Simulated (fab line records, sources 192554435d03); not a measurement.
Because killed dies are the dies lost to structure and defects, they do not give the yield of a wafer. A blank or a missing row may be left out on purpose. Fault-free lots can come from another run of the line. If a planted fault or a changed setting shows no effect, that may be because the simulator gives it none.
Chamber matching :: flow n5_finfet :: 4 sister chambers for N5_BEOL_M10_STRIP_19 on rie_diel-01
The step strips in O2. 18 wafers are shown with their chamber, then 9 later ones without.

EACH WAFER AND ITS CHAMBER
wafer: L074.1
chamber: 1
drypump_motor_current_A (A): 5.7
throttle_valve_pct (%): 16.86
showerhead_plenum_p_Torr (Torr): 2.22

wafer: L074.2
chamber: 3
drypump_motor_current_A (A): 5.7
throttle_valve_pct (%): 17.00
showerhead_plenum_p_Torr (Torr): 2.11

wafer: L074.3
chamber: 2
drypump_motor_current_A (A): 5.2
throttle_valve_pct (%): 16.23
showerhead_plenum_p_Torr (Torr): 2.09

wafer: L076.3
chamber: 3
drypump_motor_current_A (A): 5.7
throttle_valve_pct (%): 17.02
showerhead_plenum_p_Torr (Torr): 2.10

wafer: L076.4
chamber: 2
drypump_motor_current_A (A): 5.2
throttle_valve_pct (%): 16.24
showerhead_plenum_p_Torr (Torr): 2.09

wafer: L076.5
chamber: 0
drypump_motor_current_A (A): 6.0
throttle_valve_pct (%): 16.37
showerhead_plenum_p_Torr (Torr): 2.21

wafer: L083.1
chamber: 0
drypump_motor_current_A (A): 6.0
throttle_valve_pct (%): 16.38
showerhead_plenum_p_Torr (Torr): 2.21

wafer: L083.3
chamber: 1
drypump_motor_current_A (A): 5.7
throttle_valve_pct (%): 16.88
showerhead_plenum_p_Torr (Torr): 2.21

wafer: L083.4
chamber: 2
drypump_motor_current_A (A): 5.2
throttle_valve_pct (%): 16.28
showerhead_plenum_p_Torr (Torr): 2.08

wafer: L081.2
chamber: 2
drypump_motor_current_A (A): 5.2
throttle_valve_pct (%): 16.27
showerhead_plenum_p_Torr (Torr): 2.08

wafer: L081.3
chamber: 3
drypump_motor_current_A (A): 5.7
throttle_valve_pct (%): 17.04
showerhead_plenum_p_Torr (Torr): 2.10

wafer: L081.5
chamber: 2
drypump_motor_current_A (A): 5.2
throttle_valve_pct (%): 16.26
showerhead_plenum_p_Torr (Torr): 2.08

wafer: L082.1
chamber: 0
drypump_motor_current_A (A): 6.1
throttle_valve_pct (%): 16.39
showerhead_plenum_p_Torr (Torr): 2.21

wafer: L082.4
chamber: 1
drypump_motor_current_A (A): 5.7
throttle_valve_pct (%): 16.86
showerhead_plenum_p_Torr (Torr): 2.21

wafer: L082.6
chamber: 1
drypump_motor_current_A (A): 5.7
throttle_valve_pct (%): 16.88
showerhead_plenum_p_Torr (Torr): 2.21

wafer: L091.1
chamber: 0
drypump_motor_current_A (A): 6.1
throttle_valve_pct (%): 16.43
showerhead_plenum_p_Torr (Torr): 2.20

wafer: L091.5
chamber: 1
drypump_motor_current_A (A): 5.7
throttle_valve_pct (%): 16.91
showerhead_plenum_p_Torr (Torr): 2.21

wafer: L091.6
chamber: 2
drypump_motor_current_A (A): 5.2
throttle_valve_pct (%): 16.32
showerhead_plenum_p_Torr (Torr): 2.08

SIGNATURES (averages over the wafers above)
reading: drypump_motor_current_A
chamber 0: 6.050
chamber 1: 5.700
chamber 2: 5.200
chamber 3: 5.700
scatter within a chamber: 0.0267

reading: throttle_valve_pct
chamber 0: 16.3925
chamber 1: 16.8780
chamber 2: 16.2667
chamber 3: 17.0200
scatter within a chamber: 0.0263

reading: showerhead_plenum_p_Torr
chamber 0: 2.2075
chamber 1: 2.2120
chamber 2: 2.0833
chamber 3: 2.1033
scatter within a chamber: 0.00504
Rule: distance of a wafer from a chamber = root of the sum over the readings of ((wafer's reading minus chamber's mean) / reading's scatter) squared. If the next closest chamber is less than 2 further off than the closest, the wafer can't be placed; otherwise it belongs to the closest. The scatter is the square root of a quotient: the sum, over the shown wafers, of each reading's squared deviation from its chamber's mean, divided by wafers minus chambers.

WAFERS WHOSE CHAMBER IS MISSING
wafer: L095.1
drypump_motor_current_A (A): 5.7
throttle_valve_pct (%): 16.96
showerhead_plenum_p_Torr (Torr): 2.20

wafer: L095.4
drypump_motor_current_A (A): 5.7
throttle_valve_pct (%): 17.11
showerhead_plenum_p_Torr (Torr): 2.09

wafer: L095.6
drypump_motor_current_A (A): 5.7
throttle_valve_pct (%): 16.93
showerhead_plenum_p_Torr (Torr): 2.20

wafer: L092.1
drypump_motor_current_A (A): 5.2
throttle_valve_pct (%): 16.32
showerhead_plenum_p_Torr (Torr): 2.07

wafer: L092.3
drypump_motor_current_A (A): 6.0
throttle_valve_pct (%): 16.44
showerhead_plenum_p_Torr (Torr): 2.20

wafer: L092.4
drypump_motor_current_A (A): 5.7
throttle_valve_pct (%): 16.92
showerhead_plenum_p_Torr (Torr): 2.20

wafer: L097.2
drypump_motor_current_A (A): 5.7
throttle_valve_pct (%): 17.13
showerhead_plenum_p_Torr (Torr): 2.09

wafer: L097.5
drypump_motor_current_A (A): 6.0
throttle_valve_pct (%): 16.46
showerhead_plenum_p_Torr (Torr): 2.20

wafer: L097.6
drypump_motor_current_A (A): 5.7
throttle_valve_pct (%): 16.94
showerhead_plenum_p_Torr (Torr): 2.20

CHAMBER TAKEN BY EACH
wafer: L095.1
from the rows above: 1
in truth: 1

wafer: L095.4
from the rows above: 3
in truth: 3

wafer: L095.6
from the rows above: 1
in truth: 1

wafer: L092.1
from the rows above: 2
in truth: 2

wafer: L092.3
from the rows above: 0
in truth: 0

wafer: L092.4
from the rows above: 1
in truth: 1

wafer: L097.2
from the rows above: 3
in truth: 3

wafer: L097.5
from the rows above: 0
in truth: 0

wafer: L097.6
from the rows above: 1
in truth: 1
9 of 9 placed correctly. From these rows, 0 cannot be placed. Number placed wrongly: 0.
